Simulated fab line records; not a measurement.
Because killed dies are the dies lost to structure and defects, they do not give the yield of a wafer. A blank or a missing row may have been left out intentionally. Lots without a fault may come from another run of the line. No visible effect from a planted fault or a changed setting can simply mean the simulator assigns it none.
fab line records	flow nand-harc	part 1 of 2: steps 1 to 25 of 33
record: lots: 5	wafers: 15	last-day: 33
route steps=1302 shown A_ONON_D1@432 A_CHANNEL_HOLE_D1@450
lots that met no fault: taken from a fault-free run of the same line
start-h: start of the lot's first displayed wafer, in hours after the record's first day	wait-h: hours elapsed since this lot's preceding step	" repeats the value in the row above	L1.1+2: a row that stands for several wafers	- value missing, or start not given	* or withheld: withheld	< > ~ a bound
route shown NAME@n: NAME is a module with steps in the file, n the number in the route of the first one	usual: average and standard deviation across the fault-free wafers	same: alike in all rows	chamber/n: place in a boat	sites: per-site readings	_std_site: the values' standard deviation	_edge_site: mean of outer sites minus mean of inner sites	radius-mm: how far each site lies from the wafer's centre	mask NAME#n: copy n	behind: the tool/chamber that last shaped the wafer	hold: what put the lot on hold/how long, in hours/how the hold closed	device: the transistor (n, p or np) that didn't switch	end of line: tests run on the same wafers once the route is complete	where a step has no rows: the recipe by itself	killed: not the wafer's yield, but the dies lost to structure and defects at the first sort	map: a wafer's dies, marking killed ones x, the rest . and places with no die _
set.NAME: setting as actually run; set.NAME@STEP: the setting as run at that earlier step	model.NAME: the simulator's own value behind a step, which no gauge read
a table for each step, a row for each wafer; lots at some steps of the route
services: when a tool's chamber went out of use (start-h, in hours from the record's first day, below 0 if earlier), for how many hours, and the reason
== steps ==
step: NHARC_A_ONON_D1_DEP_12
recipe: target-thk-a: 10000	n2-flow-sccm: 2750	n2o-flow-sccm: 2000	nh3-flow-sccm: 500	sih4-flow-sccm: 210	temp-c: 400
usual: sih4-flow-sccm: 209.9/0.56
lot.wafer	tool	chamber	start-h	wait-h	sih4-flow-sccm
L079.2	pecvd-onon-03	0	213.10	0.1	209.8
L079.3	"	0	"	"	209.2
L079.5	"	0	"	"	209.6
L083.1	pecvd-onon-03	0	253.12	0.1	210.0
L083.2	"	0	"	"	209.3
L083.6	"	0	"	"	209.9
L086.3	pecvd-onon-04	0	279.51	0.2	208.6
L086.4	"	0	"	"	209.4
L086.6	"	0	"	"	210.1
L092.2	pecvd-onon-04	0	346.91	0.1	209.1
L092.3	"	0	"	"	210.1
L092.4	"	0	"	"	209.2
L097.2	pecvd-onon-04	0	395.07	0.1	208.3
L097.4	"	0	"	"	209.5
L097.5	"	0	"	"	209.6
step: NHARC_A_ONON_D1_THK_MEAS_14
recipe: thk-meas-gauge: ellipsometry
usual: thk-nm: 1000/8.6
lot.wafer	tool	chamber	start-h	wait-h	thk-nm
L079.2	film-metro-02	-	213.55	-	998
L079.3	"	-	"	"	999
L079.5	"	-	"	"	996
L083.1	film-metro-02	-	253.63	-	1015
L083.2	"	-	"	"	1014
L083.6	"	-	"	"	1015
L086.3	film-metro-01	-	279.91	-	1001
L086.4	"	-	"	"	1001
L086.6	"	-	"	"	1000
L092.2	film-metro-02	-	347.36	-	998
L092.3	"	-	"	"	999
L092.4	"	-	"	"	998
L097.2	film-metro-02	-	395.52	-	991
L097.4	"	-	"	"	993
L097.5	"	-	"	"	993
step: NHARC_A_ONON_D1_ANNEAL_15
recipe: temp-c: 750	time-s: 3600
usual: spike-tc-upper-C: 749.5/0.97	zone-power-upper-pct: 11.4/1.3
lot.wafer	tool	chamber	start-h	wait-h	spike-tc-upper-C	zone-power-upper-pct
L079.2	furnace-06	0	216.94	3.4	750.2	10.9
L079.3	"	0	"	"	750.0	11.0
L079.5	"	0	"	"	748.4	10.9
L083.1	furnace-06	0	257.02	3.4	750.9	10.8
L083.2	"	0	"	"	749.4	11.0
L083.6	"	0	"	"	749.1	10.8
L086.3	furnace-06	0	283.08	3.2	749.9	10.9
L086.4	"	0	"	"	748.9	10.8
L086.6	"	0	"	"	749.6	10.9
L092.2	furnace-02	0	353.28	5.9	749.7	15.1
L092.3	"	0	"	"	749.5	14.6
L092.4	"	0	"	"	750.7	14.8
L097.2	furnace-06	0	398.92	3.4	749.1	11.0
L097.4	"	0	"	"	748.8	10.8
L097.5	"	0	"	"	749.7	11.0
step: NHARC_A_ONON_D1_DEP_16
recipe: target-thk-a: 10000	n2-flow-sccm: 2750	n2o-flow-sccm: 2000	nh3-flow-sccm: 500	sih4-flow-sccm: 210	temp-c: 400
usual: sih4-flow-sccm: 210.1/0.72
lot.wafer	tool	chamber	start-h	wait-h	sih4-flow-sccm
L079.2	pecvd-onon-03	0	220.89	0.1	209.1
L079.3	"	0	"	"	209.6
L079.5	"	0	"	"	208.6
L083.1	pecvd-onon-04	0	260.87	0.1	210.9
L083.2	"	0	"	"	210.2
L083.6	"	0	"	"	211.0
L086.3	pecvd-onon-01	0	287.12	0.2	210.6
L086.4	"	0	"	"	209.7
L086.6	"	0	"	"	210.6
L092.2	pecvd-onon-03	0	357.22	0.1	211.4
L092.3	"	0	"	"	209.7
L092.4	"	0	"	"	210.3
L097.2	pecvd-onon-04	0	402.84	0.1	208.9
L097.4	"	0	"	"	210.9
L097.5	"	0	"	"	209.8
step: NHARC_A_ONON_D1_THK_MEAS_18
recipe: thk-meas-gauge: ellipsometry
usual: thk-nm: 1000/9.7
lot.wafer	tool	chamber	start-h	wait-h	thk-nm
L079.2	film-metro-02	-	221.34	-	1014
L079.3	"	-	"	"	1014
L079.5	"	-	"	"	1014
L083.1	film-metro-01	-	261.39	-	988
L083.2	"	-	"	"	988
L083.6	"	-	"	"	988
L086.3	film-metro-02	-	287.51	-	1012
L086.4	"	-	"	"	1015
L086.6	"	-	"	"	1014
L092.2	film-metro-02	-	357.68	-	1002
L092.3	"	-	"	"	1002
L092.4	"	-	"	"	1001
L097.2	film-metro-02	-	403.30	-	1008
L097.4	"	-	"	"	1010
L097.5	"	-	"	"	1009
step: NHARC_A_ONON_D1_DEP_19
recipe: target-thk-a: 10000	n2-flow-sccm: 2750	n2o-flow-sccm: 2000	nh3-flow-sccm: 500	sih4-flow-sccm: 210	temp-c: 400
usual: sih4-flow-sccm: 210.1/0.6
lot.wafer	tool	chamber	start-h	wait-h	sih4-flow-sccm
L079.2	pecvd-onon-04	0	221.45	0.1	210.3
L079.3	"	0	"	"	210.6
L079.5	"	0	"	"	209.0
L083.1	pecvd-onon-01	0	261.44	0.1	209.1
L083.2	"	0	"	"	210.1
L083.6	"	0	"	"	210.0
L086.3	pecvd-onon-03	0	287.68	0.2	210.2
L086.4	"	0	"	"	210.3
L086.6	"	0	"	"	209.9
L092.2	pecvd-onon-03	0	357.79	0.1	210.3
L092.3	"	0	"	"	209.8
L092.4	"	0	"	"	209.2
L097.2	pecvd-onon-03	0	403.41	0.1	209.9
L097.4	"	0	"	"	209.9
L097.5	"	0	"	"	210.1
step: NHARC_A_ONON_D1_THK_MEAS_21
recipe: thk-meas-gauge: ellipsometry
usual: thk-nm: 999/8.9
lot.wafer	tool	chamber	start-h	wait-h	thk-nm
L079.2	film-metro-01	-	221.91	-	987
L079.3	"	-	"	"	987
L079.5	"	-	"	"	987
L083.1	film-metro-02	-	261.96	-	1010
L083.2	"	-	"	"	1011
L083.6	"	-	"	"	1011
L086.3	film-metro-02	-	288.07	-	985
L086.4	"	-	"	"	986
L086.6	"	-	"	"	985
L092.2	film-metro-02	-	358.25	-	992
L092.3	"	-	"	"	994
L092.4	"	-	"	"	993
L097.2	film-metro-02	-	403.87	-	1004
L097.4	"	-	"	"	1006
L097.5	"	-	"	"	1005
step: NHARC_A_ONON_D1_DEP_22
recipe: target-thk-a: 10000	n2-flow-sccm: 2750	n2o-flow-sccm: 2000	nh3-flow-sccm: 500	sih4-flow-sccm: 210	temp-c: 400
usual: sih4-flow-sccm: 210.0/0.54
lot.wafer	tool	chamber	start-h	wait-h	sih4-flow-sccm
L079.2	pecvd-onon-04	0	222.03	0.1	209.8
L079.3	"	0	"	"	210.2
L079.5	"	0	"	"	210.0
L083.1	pecvd-onon-04	0	262.01	0.1	210.4
L083.2	"	0	"	"	209.8
L083.6	"	0	"	"	210.4
L086.3	pecvd-onon-03	0	288.24	0.2	209.6
L086.4	"	0	"	"	210.6
L086.6	"	0	"	"	209.7
L092.2	pecvd-onon-03	0	358.36	0.1	209.6
L092.3	"	0	"	"	209.8
L092.4	"	0	"	"	209.3
L097.2	pecvd-onon-01	0	403.98	0.1	209.7
L097.4	"	0	"	"	210.1
L097.5	"	0	"	"	209.3
step: NHARC_A_ONON_D1_THK_MEAS_24
recipe: thk-meas-gauge: ellipsometry
usual: thk-nm: 999/8.3
lot.wafer	tool	chamber	start-h	wait-h	thk-nm
L079.2	film-metro-01	-	222.48	-	1006
L079.3	"	-	"	"	1005
L079.5	"	-	"	"	1005
L083.1	film-metro-01	-	262.53	-	991
L083.2	"	-	"	"	991
L083.6	"	-	"	"	990
L086.3	film-metro-01	-	288.64	-	1007
L086.4	"	-	"	"	1010
L086.6	"	-	"	"	1009
L092.2	film-metro-01	-	358.81	-	992
L092.3	"	-	"	"	993
L092.4	"	-	"	"	994
L097.2	film-metro-02	-	404.43	-	1001
L097.4	"	-	"	"	1004
L097.5	"	-	"	"	1003
step: NHARC_A_ONON_D1_DEP_25
recipe: target-thk-a: 10000	n2-flow-sccm: 2750	n2o-flow-sccm: 2000	nh3-flow-sccm: 500	sih4-flow-sccm: 210	temp-c: 400
usual: sih4-flow-sccm: 210.1/0.64
lot.wafer	tool	chamber	start-h	wait-h	sih4-flow-sccm
L079.2	pecvd-onon-01	0	222.60	0.1	210.0
L079.3	"	0	"	"	209.3
L079.5	"	0	"	"	210.9
L083.1	pecvd-onon-03	0	262.58	0.1	210.2
L083.2	"	0	"	"	211.1
L083.6	"	0	"	"	209.3
L086.3	pecvd-onon-03	0	288.81	0.2	209.4
L086.4	"	0	"	"	210.2
L086.6	"	0	"	"	211.6
L092.2	pecvd-onon-03	0	358.93	0.1	210.3
L092.3	"	0	"	"	210.6
L092.4	"	0	"	"	208.9
L097.2	pecvd-onon-04	0	404.54	0.1	210.1
L097.4	"	0	"	"	210.5
L097.5	"	0	"	"	210.4
step: NHARC_A_ONON_D1_THK_MEAS_27
recipe: thk-meas-gauge: ellipsometry
usual: thk-nm: 1004/13
lot.wafer	tool	chamber	start-h	wait-h	thk-nm
L079.2	film-metro-02	-	223.05	-	1013
L079.3	"	-	"	"	1012
L079.5	"	-	"	"	1011
L083.1	film-metro-01	-	263.10	-	1010
L083.2	"	-	"	"	1009
L083.6	"	-	"	"	1010
L086.3	film-metro-02	-	289.20	-	1010
L086.4	"	-	"	"	1013
L086.6	"	-	"	"	1012
L092.2	film-metro-02	-	359.38	-	1003
L092.3	"	-	"	"	1003
L092.4	"	-	"	"	1001
L097.2	film-metro-02	-	404.99	-	991
L097.4	"	-	"	"	992
L097.5	"	-	"	"	989
step: NHARC_A_ONON_D1_DEP_28
recipe: target-thk-a: 10000	n2-flow-sccm: 2750	n2o-flow-sccm: 2000	nh3-flow-sccm: 500	sih4-flow-sccm: 210	temp-c: 400
usual: sih4-flow-sccm: 209.9/0.64
lot.wafer	tool	chamber	start-h	wait-h	sih4-flow-sccm
L079.2	pecvd-onon-03	0	223.16	0.1	208.5
L079.3	"	0	"	"	210.1
L079.5	"	0	"	"	209.2
L083.1	pecvd-onon-01	0	263.15	0.1	210.0
L083.2	"	0	"	"	210.2
L083.6	"	0	"	"	210.1
L086.3	pecvd-onon-03	0	289.37	0.2	211.5
L086.4	"	0	"	"	211.8
L086.6	"	0	"	"	210.6
L092.2	pecvd-onon-03	0	359.49	0.1	209.5
L092.3	"	0	"	"	209.6
L092.4	"	0	"	"	210.6
L097.2	pecvd-onon-03	0	405.10	0.1	210.2
L097.4	"	0	"	"	210.0
L097.5	"	0	"	"	209.7
step: NHARC_A_ONON_D1_THK_MEAS_30
recipe: thk-meas-gauge: ellipsometry
usual: thk-nm: 999/11
lot.wafer	tool	chamber	start-h	wait-h	thk-nm
L079.2	film-metro-02	-	223.62	-	1005
L079.3	"	-	"	"	1005
L079.5	"	-	"	"	1007
L083.1	film-metro-02	-	263.66	-	1000
L083.2	"	-	"	"	1002
L083.6	"	-	"	"	1002
L086.3	film-metro-01	-	289.77	-	1004
L086.4	"	-	"	"	1003
L086.6	"	-	"	"	1005
L092.2	film-metro-02	-	359.94	-	1002
L092.3	"	-	"	"	1003
L092.4	"	-	"	"	1004
L097.2	film-metro-01	-	405.56	-	1006
L097.4	"	-	"	"	1006
L097.5	"	-	"	"	1006
step: NHARC_A_ONON_D1_DEP_33
recipe: target-thk-a: 2000	temp-c: 400	pressure-torr: 6.5	rf-w: 900	teos-flow-sccm: 161.4	flow-sccm: 2650	target-thk-nm: 200	gas: O2	material: SiO2
usual: heater-power-w: 563/89	throttle-valve-pct: 16.1/0.52
lot.wafer	tool	chamber	start-h	wait-h	heater-power-w	throttle-valve-pct
L079.3	pecvd-03	2	223.67	0.1	557	16.9
L079.2	"	0	"	"	657	15.0
L079.5	"	1	"	"	427	16.8
L083.2	pecvd-01	1	263.72	0.1	480	15.7
L083.1	"	0	"	"	488	16.2
L083.6	"	1	"	"	487	15.7
L086.3	pecvd-02	0	289.91	0.1	520	15.5
L086.6	"	1	"	"	709	15.4
L086.4	"	2	"	"	541	16.6
L092.2	pecvd-03	0	360.00	0.1	566	15.4
L092.3	"	2	"	"	645	16.7
L092.4	"	2	"	"	667	17.0
L097.2	pecvd-01	1	405.66	0.1	556	15.9
L097.5	"	0	"	"	482	15.8
L097.4	"	1	"	"	585	15.9
step: NHARC_A_ONON_D1_THK_MEAS_34
recipe: thk-meas-gauge: ellipsometry
usual: thk-nm: 199.5/2.8
lot.wafer	tool	chamber	start-h	wait-h	thk-nm
L079.2	film-metro-02	-	224.09	-	198.7
L079.3	"	-	"	"	199.0
L079.5	"	-	"	"	204.5
L083.1	film-metro-01	-	264.13	-	196.6
L083.2	"	-	"	"	195.5
L083.6	"	-	"	"	195.8
L086.3	film-metro-01	-	290.23	-	197.8
L086.4	"	-	"	"	201.3
L086.6	"	-	"	"	204.0
L092.2	film-metro-02	-	360.43	-	203.3
L092.3	"	-	"	"	203.1
L092.4	"	-	"	"	203.0
L097.2	film-metro-02	-	406.03	-	198.5
L097.4	"	-	"	"	198.0
L097.5	"	-	"	"	200.0
step: NHARC_A_ONON_D1_INSPECT_32
usual: raw-defect-count: 71/24
lot.wafer	tool	chamber	start-h	wait-h	raw-defect-count
L079.2	defect-inspect-02	-	224.15	0.0	80
L079.3	"	-	"	"	74
L079.5	"	-	"	"	64
L083.1	defect-inspect-02	-	264.22	0.0	52
L083.2	"	-	"	"	111
L083.6	"	-	"	"	60
L086.3	defect-inspect-01	-	290.32	0.0	106
L086.4	"	-	"	"	79
L086.6	"	-	"	"	121
L092.2	defect-inspect-02	-	360.52	0.0	97
L092.3	"	-	"	"	64
L092.4	"	-	"	"	94
L097.2	defect-inspect-01	-	406.10	0.0	89
L097.4	"	-	"	"	67
L097.5	"	-	"	"	61
step: NHARC_A_CHANNEL_HOLE_D1_DEP_00
recipe: target-thk-a: 31000	temp-c: 400	material: aC
usual: throttle-valve-pct: 35.000/0.0097
lot.wafer	tool	chamber	start-h	wait-h	throttle-valve-pct
L079.2	acl-dep-02	0	228.76	4.6	35.019
L079.3	"	0	"	"	35.001
L079.5	"	0	"	"	34.981
L083.1	acl-dep-02	0	266.40	2.2	34.996
L083.2	"	0	"	"	34.992
L083.6	"	0	267.99	3.8	34.999
L086.3	acl-dep-01	0	291.25	0.9	34.992
L086.4	"	0	"	"	35.008
L086.6	"	0	"	"	35.008
L092.2	acl-dep-02	0	360.90	0.4	34.995
L092.3	"	0	"	"	34.984
L092.4	"	0	"	"	35.007
L097.2	acl-dep-03	0	406.48	0.4	35.003
L097.4	"	0	"	"	34.987
L097.5	"	0	"	"	35.010
step: NHARC_A_CHANNEL_HOLE_D1_DEP_01
recipe: target-thk-a: 1400	target-thk-nm: 140	temp-c: 400	pressure-torr: 3.5	flow-sccm: 200	rf-w: 350	material: SiON
usual: heater-power-w: 781/90
lot.wafer	tool	chamber	start-h	wait-h	heater-power-w
L079.3	pecvd-01	0	230.45	1.1	798
L079.2	"	2	"	"	689
L079.5	"	1	"	"	637
L083.2	pecvd-04	2	268.33	1.3	901
L083.1	"	0	"	"	825
L083.6	"	0	"	"	850
L086.3	pecvd-04	2	292.62	1.0	936
L086.6	"	0	"	"	846
L086.4	"	1	"	"	738
L092.2	pecvd-01	0	362.52	1.3	665
L092.3	"	1	"	"	774
L092.4	"	2	"	"	734
L097.2	pecvd-01	2	408.12	1.3	784
L097.4	"	2	"	"	793
L097.5	"	0	"	"	780
step: NHARC_A_CHANNEL_HOLE_D1_DEHYDRATE_02
recipe: temp-c: 150	time-s: 120
usual: chill-plate-temp-C: 23.00/0.11	exhaust-pa: 45.1/0.9
lot.wafer	tool	chamber	start-h	wait-h	chill-plate-temp-C	exhaust-pa
L079.2	litho-track-06	0	230.73	0.2	23.15	45.1
L079.3	"	0	"	"	23.02	42.8
L079.5	"	0	"	"	23.14	45.0
L083.1	litho-track-06	0	268.60	0.2	22.87	44.8
L083.2	"	0	"	"	23.05	45.0
L083.6	"	0	"	"	23.04	45.1
L086.3	litho-track-06	0	292.83	0.2	23.13	45.9
L086.4	"	0	"	"	23.00	43.6
L086.6	"	0	"	"	22.96	43.9
L092.2	litho-track-01	0	362.79	0.2	22.96	45.4
L092.3	"	0	"	"	23.04	45.9
L092.4	"	0	"	"	23.10	44.8
L097.2	litho-track-01	0	408.37	0.2	22.98	43.8
L097.4	"	0	"	"	22.89	45.4
L097.5	"	0	"	"	22.75	44.9
step: NHARC_A_CHANNEL_HOLE_D1_HMDS_03
recipe: time-s: 30
usual: chill-plate-temp-C: 23.03/0.1	exhaust-pa: 45.0/0.87
lot.wafer	tool	chamber	start-h	wait-h	chill-plate-temp-C	exhaust-pa
L079.2	litho-track-06	0	-	-	23.03	44.1
L079.3	"	0	"	"	23.25	43.0
L079.5	"	0	"	"	23.01	44.6
L083.1	litho-track-06	0	-	-	23.04	45.8
L083.2	"	0	"	"	23.07	45.3
L083.6	"	0	"	"	23.11	45.1
L086.3	litho-track-06	0	-	-	23.01	43.7
L086.4	"	0	"	"	23.02	43.7
L086.6	"	0	"	"	23.22	44.4
L092.2	litho-track-01	0	-	-	23.10	45.7
L092.3	"	0	"	"	23.20	46.5
L092.4	"	0	"	"	22.98	44.8
L097.2	litho-track-01	0	-	-	22.97	45.9
L097.4	"	0	"	"	23.07	46.5
L097.5	"	0	"	"	22.95	45.3
step: NHARC_A_CHANNEL_HOLE_D1_COAT_36
recipe: temp-c: 260	time-s: 75
usual: chill-plate-temp-C: 23.02/0.11	exhaust-pa: 45.1/0.79
lot.wafer	tool	chamber	start-h	wait-h	chill-plate-temp-C	exhaust-pa
L079.2	litho-track-06	0	-	-	23.04	46.0
L079.3	"	0	"	"	22.85	45.7
L079.5	"	0	"	"	22.84	44.6
L083.1	litho-track-06	0	-	-	23.20	46.3
L083.2	"	0	"	"	23.06	45.3
L083.6	"	0	"	"	23.05	45.8
L086.3	litho-track-06	0	-	-	23.07	45.6
L086.4	"	0	"	"	22.99	44.8
L086.6	"	0	"	"	23.13	43.9
L092.2	litho-track-01	0	-	-	23.05	44.0
L092.3	"	0	"	"	23.10	44.1
L092.4	"	0	"	"	22.98	43.9
L097.2	litho-track-01	0	-	-	23.05	44.4
L097.4	"	0	"	"	22.97	44.7
L097.5	"	0	"	"	23.07	45.2
step: NHARC_A_CHANNEL_HOLE_D1_COAT_37
recipe: temp-c: 225	time-s: 65
usual: chill-plate-temp-C: 22.98/0.11	exhaust-pa: 45.0/0.93
lot.wafer	tool	chamber	start-h	wait-h	chill-plate-temp-C	exhaust-pa
L079.2	litho-track-06	0	-	-	22.80	45.3
L079.3	"	0	"	"	22.95	45.6
L079.5	"	0	"	"	23.04	43.6
L083.1	litho-track-06	0	-	-	22.92	45.4
L083.2	"	0	"	"	23.00	45.1
L083.6	"	0	"	"	22.85	45.4
L086.3	litho-track-06	0	-	-	23.01	45.5
L086.4	"	0	"	"	22.92	45.1
L086.6	"	0	"	"	23.11	46.0
L092.2	litho-track-01	0	-	-	22.83	46.9
L092.3	"	0	"	"	22.87	46.4
L092.4	"	0	"	"	22.80	44.3
L097.2	litho-track-01	0	-	-	22.97	44.6
L097.4	"	0	"	"	23.05	44.3
L097.5	"	0	"	"	23.00	44.4
step: NHARC_A_CHANNEL_HOLE_D1_COAT_04
recipe: spin-rpm: 1500	resist-thk-nm: 90
usual: chill-plate-temp-C: 22.99/0.11	exhaust-pa: 45.1/0.94
lot.wafer	tool	chamber	start-h	wait-h	chill-plate-temp-C	exhaust-pa
L079.2	litho-track-06	0	-	-	22.97	45.4
L079.3	"	0	"	"	23.06	45.2
L079.5	"	0	"	"	23.04	44.8
L083.1	litho-track-06	0	-	-	22.92	44.4
L083.2	"	0	"	"	22.95	44.0
L083.6	"	0	"	"	22.97	44.8
L086.3	litho-track-06	0	-	-	22.92	43.1
L086.4	"	0	"	"	23.13	43.9
L086.6	"	0	"	"	22.97	43.2
L092.2	litho-track-01	0	-	-	23.02	45.3
L092.3	"	0	"	"	22.87	46.6
L092.4	"	0	"	"	23.11	44.1
L097.2	litho-track-01	0	-	-	23.01	45.5
L097.4	"	0	"	"	23.03	44.6
L097.5	"	0	"	"	22.93	44.1
step: NHARC_A_CHANNEL_HOLE_D1_SOFTBAKE_05
recipe: temp-c: 105	time-s: 55
usual: chill-plate-temp-C: 22.97/0.11	exhaust-pa: 45.1/0.99
lot.wafer	tool	chamber	start-h	wait-h	chill-plate-temp-C	exhaust-pa
L079.2	litho-track-06	0	-	-	22.94	44.8
L079.3	"	0	"	"	23.09	43.4
L079.5	"	0	"	"	22.91	45.0
L083.1	litho-track-06	0	-	-	22.94	44.1
L083.2	"	0	"	"	22.93	43.7
L083.6	"	0	"	"	23.01	44.7
L086.3	litho-track-06	0	-	-	23.01	42.3
L086.4	"	0	"	"	22.93	43.6
L086.6	"	0	"	"	22.78	43.6
L092.2	litho-track-01	0	-	-	22.82	46.0
L092.3	"	0	"	"	23.01	45.5
L092.4	"	0	"	"	23.17	45.5
L097.2	litho-track-01	0	-	-	22.94	46.1
L097.4	"	0	"	"	22.98	45.7
L097.5	"	0	"	"	23.07	46.7
step: NHARC_A_CHANNEL_HOLE_D1_EBR_06
usual: chill-plate-temp-C: 22.99/0.099	exhaust-pa: 44.7/0.87
lot.wafer	tool	chamber	start-h	wait-h	chill-plate-temp-C	exhaust-pa
L079.2	litho-track-06	0	-	-	22.92	44.6
L079.3	"	0	"	"	22.92	44.1
L079.5	"	0	"	"	23.11	45.8
L083.1	litho-track-06	0	-	-	23.08	44.8
L083.2	"	0	"	"	23.19	45.1
L083.6	"	0	"	"	23.12	43.2
L086.3	litho-track-06	0	-	-	23.05	43.6
L086.4	"	0	"	"	23.08	43.2
L086.6	"	0	"	"	23.18	44.2
L092.2	litho-track-01	0	-	-	23.00	46.1
L092.3	"	0	"	"	23.08	44.0
L092.4	"	0	"	"	23.16	45.1
L097.2	litho-track-01	0	-	-	22.98	43.0
L097.4	"	0	"	"	22.89	43.3
L097.5	"	0	"	"	22.81	44.7
